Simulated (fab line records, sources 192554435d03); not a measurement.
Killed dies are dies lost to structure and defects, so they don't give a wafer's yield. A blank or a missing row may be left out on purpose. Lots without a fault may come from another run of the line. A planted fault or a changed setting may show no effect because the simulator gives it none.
fab line records | flow n5_finfet
record lots=5 wafers=13 last_day=18
route steps=1938 shown HKMG_FIN@433 GATE_CUT@465 BEOL_M4@1111 PASSIVATION@1936
lots that met no fault: from a run of the same line without faults
start_h: hours from the record's first day to the start of the lot's first wafer shown | wait_h: hours since the lot's step before | " the same as in the row above | L1.1+2: a row that stands for several wafers | - no value, or no start given | * or withheld: withheld | < > ~ a bound
route shown NAME@n: a module of which the file shows steps, and the number in the route of the first | usual: mean/standard deviation of fault-free wafers | same: alike in all rows | chamber/n: place in a boat | sites: the reading at each site | _std_site: their standard deviation | _edge_site: outer sites' mean less inner sites' | radius_mm: how far each site lies from the wafer's centre | mask NAME#n: copy n | behind: the tool/chamber that last shaped the wafer | hold: why the lot was held/for how many hours/how that ended | device: the transistor (n, p or np) that didn't switch | end of line: the same wafers' tests at the end of the route | a step without rows: its recipe alone | killed: dies lost to structure and defects at the first sort, not the wafer's yield | map: a wafer's dies, x killed, . not, _ none there
set.NAME: the setting as run; set.NAME@STEP: as run at that earlier step | model.NAME: the simulator's own value behind a step, which no gauge read
lots at some steps of the route; a table a step, a row a wafer
services: from which hour (start_h, from the record's first day; less than 0 if before it) a tool's chamber was out of use, for how many hours, and why
## steps
# step N5_HKMG_FIN_DESCUM_17
# recipe chemistry=O2 time_s=7.9 source_power_w=50 bias_power_w=20 pressure_mtorr=20 rf_frequency_hz=2.712e+07 temp_c=40 resist=CAR-ArF o2_flow_sccm=225
# step N5_HKMG_FIN_ETCH_31
# recipe chemistry=CF4 target=SiARC target_depth_a=455 mask_material=CAR-ArF time_s=75.8 ion_energy_ev=80 pressure_mtorr=40 source_w=545 bias_w=36 Ar_flow_sccm=100 cf4_flow_sccm=100 ends=cleared
# step N5_HKMG_FIN_ETCH_32
# recipe chemistry=N2/H2 target=SOC target_depth_a=2400 temp_c=40 time_s=300 ion_energy_ev=200 mask_material=SiARC pressure_mtorr=30 source_w=840 bias_w=150 n2_flow_sccm=200 h2_flow_sccm=200
# step N5_HKMG_FIN_STRIP_33
# recipe chemistry=N2/H2 temp_c=40 n2_flow_sccm=200 h2_flow_sccm=200 rf_frequency_hz=6e+07
# step N5_HKMG_FIN_STRIP_34
# recipe chemistry=CF4 resist=SiARC power_w=300 bias_power_w=75 pressure_mtorr=50 cf4_flow_sccm=150 rf_frequency_hz=6e+07
# step N5_HKMG_FIN_ETCH_35
# recipe chemistry=N2/H2 target=SOC target_depth_a=2158 ion_energy_ev=65 bias_w=5 source_w=3000 time_s=243.4 pressure_mtorr=30 n2_flow_sccm=200 h2_flow_sccm=200
# step N5_HKMG_FIN_STRIP_92
# recipe chemistry=N2/H2 material=SOC time_s=20 power_w=500 temp_c=40 pressure_mtorr=50 rf_frequency_hz=6e+07 bias_power_w=8 h2_frac=0.5 n2_flow_sccm=300 h2_flow_sccm=300
# step N5_HKMG_FIN_WET_ETCH_18
# recipe chemistry=SC1 target=TiN mix=1:1:5 temp_c=* time_s=55 target_depth_nm=5.2 dry=ipa_marangoni rinse_time_s=30 rinse_temp_c=23
# step N5_HKMG_FIN_STRIP_19
# recipe chemistry=N2/H2 power_w=2500 temp_c=300 h2_frac=0.65 time_s=360 pressure_mtorr=withheld n2_flow_sccm=1750 h2_flow_sccm=3250
# step N5_HKMG_FIN_ALD_91
# recipe material=TiN target_thk_a=10 temp_c=400 ald_precursor_family=TiCl4 ald_co_reactant=NH3 pulse_time_s=1 purge_time_s=3 co_reactant_purge_time_s=2 co_reactant_pulse_time_s=2 ald_cycles=47 pressure_torr=3
# usual ald_cycles=47/0 heater_power_w=858/75 precursor_pulse_height_rel=0.999/0.019
# columns lot.wafer tool chamber start_h wait_h ald_cycles heater_power_w precursor_pulse_height_rel
L690.2 ald_metal-02 0 90.48 0.3 47 862 0.981
L690.3 " 1 " " 47 807 0.985
L690.5 " 1 " " 47 796 1.000
L702.1 ald_metal-02 0 162.54 0.3 47 852 0.994
L702.4 " 1 " " 47 784 1.058
L702.6 " 1 " " 52 817 0.998
L706.3 ald_metal-02 0 184.19 0.1 52 842 0.964
L706.5 " 3 " " 47 827 1.004
L707.1 ald_metal-02 3 190.45 0.3 47 822 0.972
L707.3 " 0 " " 52 864 0.997
L711.3 ald_metal-01 0 213.34 0.1 47 781 1.018
L711.4 " 1 " " 47 900 0.985
L711.5 " 0 " " 47 779 1.000
# step N5_HKMG_FIN_COAT_85
# recipe resist=SOC temp_c=250 time_s=60 spin_rpm=1500 resist_thk_nm=300
# step N5_HKMG_FIN_ETCH_86
# recipe chemistry=N2/H2 target=SOC target_depth_a=3932 stop_on=TiN ion_energy_ev=100 bias_w=61 pressure_mtorr=30 source_w=850 n2_flow_sccm=200 h2_flow_sccm=200
# step N5_HKMG_FIN_STRIP_89
# recipe chemistry=N2/H2 material=SOC time_s=20 power_w=500 temp_c=40 pressure_mtorr=50 rf_frequency_hz=6e+07 bias_power_w=8 h2_frac=0.5 n2_flow_sccm=300 h2_flow_sccm=300
# step N5_HKMG_FIN_WET_ETCH_87
# recipe chemistry=SC1 target=TiN mix=1:2:40 temp_c=50 time_s=154.2 target_depth_nm=4.7 dry=ipa_marangoni rinse_time_s=30 rinse_temp_c=23
# step N5_HKMG_FIN_STRIP_88
# recipe chemistry=N2/H2 power_w=2500 temp_c=300 h2_frac=0.65 time_s=360 pressure_mtorr=withheld n2_flow_sccm=1750 h2_flow_sccm=3250
# step N5_HKMG_FIN_NWFM_ALD_20
# recipe material=TiAlC target_thk_a=20 temp_c=300 ald_precursor_family=TiCl4 ald_co_reactant=TEA pulse_time_s=3 purge_time_s=2 co_reactant_purge_time_s=2 co_reactant_pulse_time_s=10 ald_cycles=7 pressure_torr=3
# step N5_HKMG_FIN_ALD_71
# recipe material=TiN target_thk_a=10 temp_c=400 ald_precursor_family=TiCl4 ald_co_reactant=NH3 pulse_time_s=1 purge_time_s=3 co_reactant_purge_time_s=2 co_reactant_pulse_time_s=2 ald_cycles=47 pressure_torr=3
# step N5_HKMG_FIN_COAT_66
# recipe resist=SOC temp_c=250 time_s=60 spin_rpm=1500 resist_thk_nm=300
# step N5_HKMG_FIN_ETCH_67
# recipe chemistry=N2/H2 target=SOC target_depth_a=3889 stop_on=TiN ion_energy_ev=100 bias_w=61 pressure_mtorr=30 source_w=850 n2_flow_sccm=200 h2_flow_sccm=200
# step N5_HKMG_FIN_STRIP_90
# recipe chemistry=N2/H2 material=SOC time_s=20 power_w=500 temp_c=40 pressure_mtorr=50 rf_frequency_hz=6e+07 bias_power_w=8 h2_frac=0.5 n2_flow_sccm=300 h2_flow_sccm=300
# step N5_HKMG_FIN_WET_ETCH_73
# recipe chemistry=SC1 mix=1:2:40 temp_c=50 time_s=42.3 target_depth_nm=1.3 dry=ipa_marangoni rinse_time_s=30 rinse_temp_c=23
# step N5_HKMG_FIN_ETCHBACK_68
# recipe chemistry=Cl2/Ar stop_on=HfO2 target_depth_a=5 pressure_mtorr=10 icp_w=600 bias_w=60 Cl2_flow_sccm=40 Ar_flow_sccm=60
# step N5_HKMG_FIN_STRIP_69
# recipe chemistry=N2/H2 power_w=2500 temp_c=300 h2_frac=0.65 time_s=360 pressure_mtorr=withheld n2_flow_sccm=1750 h2_flow_sccm=3250
# step N5_HKMG_FIN_ALD_21
# recipe material=TiN target_thk_a=15 temp_c=400 ald_precursor_family=TiCl4 ald_co_reactant=NH3 pulse_time_s=1 purge_time_s=3 co_reactant_purge_time_s=2 co_reactant_pulse_time_s=2 ald_cycles=68 pressure_torr=3
# step N5_HKMG_FIN_ALD_72
# recipe material=W target_thk_a=20 temp_c=300 pressure_torr=7.5 ald_precursor_family=WF6 ald_co_reactant=B2H6 pulse_time_s=1 purge_time_s=2 co_reactant_purge_time_s=2 co_reactant_pulse_time_s=3 ald_cycles=7
# step N5_HKMG_FIN_W_FILL_22
# recipe material=W target_thk_a=600 temp_c=400 pressure_torr=39.4 time_s=18.2
# step N5_HKMG_FIN_PRECLEAN_83
# recipe chemistry=DIW time_s=57.5 temp_c=23
# step N5_HKMG_FIN_SRD_84
# recipe dry_time_s=32 dry=n2_spin spin_rpm=1500
# step N5_HKMG_FIN_CMP_23
# recipe stop_on=SiNx t_overpolish_s=10 post_cmp_clean=rinse_only down_force_psi=4 platen_rpm=50.289 pad_velocity_m_s=1.0006 target_thk_nm=46.326
# step N5_HKMG_FIN_CMP_94
# recipe stop_on=SiNx post_cmp_clean=w_dilute_nh4oh t_overpolish_s=4.7 down_force_psi=4 platen_rpm=50.289 pad_velocity_m_s=1.0006 target_thk_nm=43.299
# step N5_GATE_CUT_ETCHBACK_00
# recipe chemistry=SF6/Cl2 target=W pressure_mtorr=8 icp_w=900 bias_w=80 SF6_flow_sccm=40 Cl2_flow_sccm=60
# step N5_GATE_CUT_ETCH_56
# recipe chemistry=Cl2/Ar target=TiN target_depth_a=216 pressure_mtorr=10 icp_w=600 bias_w=60 Cl2_flow_sccm=40 Ar_flow_sccm=60
# step N5_GATE_CUT_ETCHBACK_30
# recipe chemistry=Cl2/Ar target=TiN target_depth_a=30 mode=isotropic pressure_mtorr=10 icp_w=600 bias_w=60 Cl2_flow_sccm=40 Ar_flow_sccm=60
# step N5_GATE_CUT_VAPOR_ETCH_60
# recipe chemistry=BCl3/Cl2 target=HfO2 mode=isotropic
# step N5_GATE_CUT_ETCH_58
# recipe chemistry=CH3F/O2 target=SiNx target_depth_a=170 time_s=128.6 ion_energy_ev=50 pressure_mtorr=30 source_w=415 bias_w=21 Ar_flow_sccm=150 CH3F_flow_sccm=30 O2_flow_sccm=20
# step N5_GATE_CUT_STRIP_59
# recipe chemistry=N2/H2 time_s=20 power_w=100 temp_c=40 pressure_mtorr=100 rf_frequency_hz=6e+07 bias_power_w=3 n2_flow_sccm=300 h2_flow_sccm=300
# step N5_GATE_CUT_PRECLEAN_31
# recipe temp_c=23 chemistry=DIW time_s=300
# step N5_BEOL_M4_RC_MEAS_101
# usual DIBL_N=36.0/1.7 DIBL_P=36.0/2 IOFF_N=0.156/0.028 IOFF_N_LIN=0.072/0.01 IOFF_N_LONG=5.54e-05/2.3e-06 IOFF_P=0.21/0.04 ION_N=673/12 ION_P=463/8.3 SS_N=71.4/0.6 SS_P=73.3/0.66 VT_N=250/3 VT_N_LONG=275.1/1.7 VT_N_LVT=98.9/2.9 VT_P=-250/3.8
# columns lot.wafer tool chamber start_h wait_h DIBL_N[mV/V] DIBL_P[mV/V] IOFF_N[nA/um] IOFF_N_LIN[nA/um] IOFF_N_LONG[nA/um] IOFF_P[nA/um] ION_N[uA/um] ION_P[uA/um] SS_N[mV/dec] SS_P[mV/dec] VT_N[mV] VT_N_LONG[mV] VT_N_LVT[mV] VT_P[mV]
L690.2 prober-02 0 169.46 0.2 32.8 32.6 0.114 0.056 5.53e-05 0.14 664 451 71.0 71.6 255 275.7 102.0 -259
L690.3 " 0 " " 34.9 35.6 0.151 0.071 5.46e-05 0.18 692 466 71.0 73.7 250 273.0 97.6 -253
L690.5 " 0 " " 33.6 35.5 0.134 0.065 5.47e-05 0.17 675 458 70.9 73.3 252 273.5 98.5 -254
L702.1 prober-01 0 244.96 0.0 36.6 36.7 0.176 0.080 5.63e-05 0.22 683 466 71.8 72.6 246 275.3 94.8 -251
L702.4 " 0 " " 35.9 35.5 0.157 0.073 5.66e-05 0.21 675 461 70.7 72.9 250 273.1 98.0 -250
L702.6 " 0 " " 35.3 34.6 0.093 0.043 4.25e-05 0.22 635 457 71.7 72.9 264 286.4 112.8 -249
L706.3 prober-01 0 276.02 0.3 35.4 36.5 0.094 0.044 3.94e-05 0.21 636 455 71.9 73.8 264 287.6 112.7 -249
L706.5 " 0 " " 37.9 38.8 0.180 0.078 5.32e-05 0.21 670 445 72.7 74.4 251 278.0 99.5 -254
L707.1 prober-02 0 289.46 0.0 36.7 36.6 0.148 0.069 5.22e-05 0.21 660 449 70.5 74.0 249 277.3 102.0 -251
L707.3 " 0 " " 35.5 36.0 0.095 0.046 3.97e-05 0.24 652 470 70.5 73.3 262 284.1 110.7 -247
L711.3 prober-02 0 312.89 0.3 37.0 38.0 0.186 0.083 5.51e-05 0.23 682 463 71.3 73.9 247 273.7 94.5 -249
L711.4 " 0 " " 38.8 40.0 0.218 0.096 5.53e-05 0.26 711 480 72.0 74.3 244 274.7 91.8 -247
L711.5 " 0 " " 36.3 37.7 0.167 0.078 5.6e-05 0.21 698 474 71.3 73.4 250 274.2 96.9 -252
# step N5_PASSIVATION_PROBE_49
# usual defect_limited_yield=91.6/1.6 killed_at_M0_to_M3=31/10 killed_at_M4_up=14/6.3 killed_at_contacts=12/6.1 killed_at_front_end=39/12 killed_at_other=3.7/2.8 killed_dies=100/19 killed_open=66/14 killed_short=33/8.1 sort_bin_5_function=5.0/1.1 sort_bin_6_memory=3.2/0.66 sort_bin_8_speed=0.01/0.077 sort_n_pass=1080/18 sort_yield_pct=91.6/1.6
# same gross_dies=1180 killed_at_back_side=0 sort_bin_4_leakage[%]=0
# columns lot.wafer tool chamber start_h wait_h defect_limited_yield[%] killed_at_M0_to_M3 killed_at_M4_up killed_at_contacts killed_at_front_end killed_at_other killed_dies killed_open killed_short sort_bin_5_function[%] sort_bin_6_memory[%] sort_bin_8_speed[%] sort_n_pass sort_yield_pct[%]
L702.6 prober-02 - 347.55 0.3 92.8 19 14 7 43 2 85 58 27 4.7 2.1 4.75 1039 88.1
L706.3 prober-01 - 382.78 0.1 92.3 30 13 14 32 2 91 59 30 4.2 3.1 2.80 1056 89.5
L707.3 prober-01 - 393.30 0.1 90.0 32 9 29 45 3 118 89 27 5.8 4.1 0 1062 90.0
L711.3 prober-02 - 420.03 0.1 91.9 20 11 11 51 3 96 67 28 5.0 2.7 0 1084 91.9
L711.4 prober-02 - 420.08 0.2 94.2 20 8 4 37 0 69 42 23 3.8 1.6 0 1111 94.2
L711.5 prober-02 - 420.13 0.2 89.9 40 11 8 56 4 119 93 24 5.6 4.2 0 1061 89.9
# killed by level:class
L702.6 DUMMY_GATE:geometric_particle:open=9 FIN_SAQP:geometric_particle:short=7 STI_FIN_REVEAL:geometric_particle:open=6 ILD0:geometric_particle:open=6 MOL_CONTACT_COAG:geometric_particle:open=6 FIN_SAQP:geometric_particle:open=5 BEOL_M2:geometric_particle:open=5 BEOL_M0_SAQP:geometric_particle:open=4
L706.3 MOL_CONTACT_COAG:geometric_particle:open=11 BEOL_M0_SAQP:geometric_particle:short=7 BEOL_M2:geometric_particle:open=6 BEOL_M4:geometric_particle:open=6 FIN_SAQP:geometric_particle:open=5 BEOL_M1:geometric_particle:open=5 BEOL_M3:geometric_particle:open=5 STARTING-WAFER:geometric_particle:short=5
L707.3 MOL_CONTACT_COAG:geometric_particle:open=25 STI_FIN_REVEAL:geometric_particle:open=14 FIN_SAQP:geometric_particle:open=10 BEOL_M3:geometric_particle:open=10 BEOL_M0_SAQP:geometric_particle:short=8 BEOL_M0_SAQP:geometric_particle:open=7 FIN_SAQP:geometric_particle:short=5 DUMMY_GATE:geometric_particle:open=4
L711.3 STI_FIN_REVEAL:geometric_particle:open=11 FIN_SAQP:geometric_particle:open=10 MOL_CONTACT_COAG:geometric_particle:open=10 BEOL_M3:geometric_particle:open=8 GATE_CUT:geometric_particle:short=7 STI_FIN_REVEAL:geometric_particle:short=4 DUMMY_GATE:geometric_particle:open=4 ILD0:geometric_particle:short=4
L711.4 FIN_SAQP:geometric_particle:open=9 FIN_SAQP:geometric_particle:short=7 BEOL_M0_SAQP:geometric_particle:short=6 BEOL_M3:geometric_particle:open=6 STI_FIN_REVEAL:geometric_particle:open=4 MOL_CONTACT_COAG:geometric_particle:open=4 BEOL_M0:geometric_particle:open=4 GATE_CUT:geometric_particle:open=3
L711.5 BEOL_M3:geometric_particle:open=22 FIN_SAQP:geometric_particle:open=16 STI_FIN_REVEAL:geometric_particle:open=9 MOL_CONTACT_COAG:geometric_particle:open=8 DUMMY_GATE:geometric_particle:open=7 FIN_SAQP:geometric_particle:short=6 GATE_CUT:geometric_particle:short=6 GATE_CUT:geometric_particle:open=5
# map L702.1 (x killed, . not)
_________________............________________
______________.........x........_____________
___________x..............xx.xx....__________
__________x...........x............x_________
________................x..x.........._______
_______.....x..............x........x..______
______..x...........x..xxx.xx..........._____
_____.....x..x......x....x.x.............____
____.............................x....x...___
___............................x...........__
___x..............x.............x..x.....x.__
__....................x....................._
__.x............x.x...x....................._
_x.......x.......x...x................x...x..
_......x...........x.........x.....x.........
_x........x.................x................
_.....................x..........x.....xx..x.
_....................................x..x.x..
_x....x...........x.....................x...x
_.x.............xx............x...........x..
_.x..........................................
__.....x....x...................x.......xx.._
__......x..........x..x..x...xx..........x.._
___........x..................x....x...x...__
___...x..........x..xx...................x.__
____............x..............x........x.___
_____x..........x....x...x.........x.....____
______........x.......x................._____
_______..x..................x..........______
________...x...........x..x....x......_______
__________.........................._________
___________....x.x.x...x...........__________
______________.................._____________
_________________............________________
# map L706.3 (x killed, . not)
_________________............________________
______________.................._____________
___________........................__________
__________..........x..............._________
________....x...x....................._______
_______............x.....xx.......x....______
______...........................x......_____
_____..............x.x...................____
____.............x........................___
___.x.x........................xx...x....xx__
___....x............x..x............x......__
__...............x....x...x..x.........x...x_
__............x...x........x......x.......x._
_..x.........x....x........x.................
_..x.......x....x....x.......................
_....x...........................x.........x.
_.........xx..........x......................
_.....x.....x............x...................
_........x.x...x..........x...x..............
_...............x.x..........................
_....................................x.......
__...x...x...x..x....x..xx.................._
__.........................................._
___.........x.........................x....__
___...................x....................__
____.............x........................___
_____xx...............x....x.x......x.x..____
______......................x....x......_____
_______.....x..........x..x........x...______
________..x................x.x........_______
__________.x............xx.........._________
___________...............x........__________
______________...............xx._____________
_________________............________________
## services
# columns tool chamber start_h hours kind
ald_metal-01 - 71.66 0.6 repair
ald_metal-02 - 100.39 4.3 pm
ald_metal-01 - 164.03 1.2 pm
## key
first_sign step=N5_HKMG_FIN_ALD_91 reading=ald_cycles direction=up sigmas=99+ usual=* struck=*
effect step=N5_BEOL_M4_RC_MEAS_101 reading=IOFF_N_LONG direction=down sigmas=6.4 usual=5.54e-05 struck=4.05e-05
effect step=N5_BEOL_M4_RC_MEAS_101 reading=VT_N_LONG direction=up sigmas=6.3 usual=275.1 struck=286.1
effect step=N5_BEOL_M4_RC_MEAS_101 reading=VT_N_LVT direction=up sigmas=4.5 usual=98.9 struck=112.1
effect step=N5_BEOL_M4_RC_MEAS_101 reading=VT_N direction=up sigmas=4.3 usual=250 struck=263
effect step=N5_BEOL_M4_RC_MEAS_101 reading=ION_N direction=down sigmas=2.7 usual=673 struck=641
effect step=N5_BEOL_M4_RC_MEAS_101 reading=IOFF_N_LIN direction=down sigmas=2.7 usual=0.072 struck=0.044
effect step=N5_BEOL_M4_RC_MEAS_101 reading=IOFF_N direction=down sigmas=2.2 usual=0.156 struck=0.094
effect step=N5_PASSIVATION_PROBE_49 reading=sort_bin_8_speed direction=up sigmas=30 usual=0.01 struck=2.51 wafers_moved=2
met_at N5_HKMG_FIN_ALD_91
struck_wafers L702.6,L706.3,L707.3
onset_between 90.48 162.54
fault kind=process_parameter_drift tool=ald_metal-02 chamber=- onset_h=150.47 steps=N5_HKMG_FIN_ALD_91 channel=ald_cycles offset=* shape=step end_h=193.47 scope=struck_wafers_only acts_in=* stated=*
